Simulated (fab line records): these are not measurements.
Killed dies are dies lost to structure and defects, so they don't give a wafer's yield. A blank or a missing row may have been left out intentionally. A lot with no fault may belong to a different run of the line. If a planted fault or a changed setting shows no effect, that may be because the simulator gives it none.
Matching of chambers -- flow n5 finfet -- N5_BEOL_M7_CURE_75 on uv cure-01 has 3 sister chambers
The step cures SiCOH lowk, time 120 s. 18 wafers are shown with their chamber, then 9 later ones without.

== WAFERS WITH THEIR CHAMBER ==
wafer,chamber,wafer_temp_C_max,lamp power pct (%)
L075.1,0,373.5,52.38
L075.5,0,371.4,52.28
L075.6,0,372.9,52.21
L078.3,1,370.9,52.31
L078.5,1,371.5,52.26
L078.6,1,371.3,52.35
L079.2,0,372.7,52.33
L079.5,0,372.3,52.31
L079.6,0,372.7,52.25
L081.1,2,371.5,52.33
L081.4,2,371.5,52.26
L081.6,2,371.4,52.22
L086.1,2,370.9,52.27
L086.5,2,371.3,52.27
L086.6,2,371.0,52.25
L087.1,2,371.6,52.30
L087.4,2,371.6,52.28
L087.6,2,371.6,52.31

SIGNATURES (averages over the wafers above)
reading,chamber 0,chamber 1,chamber 2,scatter within a chamber
wafer_temp_C_max,372.583,371.233,371.378,0.461
lamp power pct,52.2933,52.3067,52.2767,0.0455
Rule: a wafer lies at a distance from a chamber equal to the root of the sum of squares, over the readings, of (its reading less the chamber's mean, divided by the reading's scatter). If the next closest chamber is less than 2 further off than the closest, the wafer can't be placed; otherwise it belongs to the closest. How the scatter is found: for the shown wafers, subtract from each reading the mean of its chamber, square and add these, divide the total by (wafers less chambers), then take the root.

== WAFERS WITH NO CHAMBER GIVEN ==
wafer,wafer_temp_C_max,lamp power pct (%)
L087.2,371.1,52.45
L087.3,371.9,52.30
L087.5,371.7,52.34
L089.1,372.0,52.28
L089.2,371.2,52.39
L089.5,371.1,52.26
L096.2,371.4,52.36
L096.3,371.2,52.32
L096.6,371.8,52.39

== CHAMBER TAKEN BY EACH ==
wafer,from the rows above,in truth
L087.2,can't be placed: 1 or 2 or 0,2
L087.3,can't be placed: 2 or 1 or 0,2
L087.5,can't be placed: 1 or 2 or 0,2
L089.1,can't be placed: 0 or 2 or 1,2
L089.2,can't be placed: 1 or 2 or 0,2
L089.5,can't be placed: 2 or 1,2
L096.2,can't be placed: 1 or 2 or 0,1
L096.3,can't be placed: 1 or 2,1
L096.6,can't be placed: 1 or 2 or 0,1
0 of 9 placed correctly. Can't be placed from these rows: 9 (the true chamber is among the candidates in 9). 0 placed wrongly.
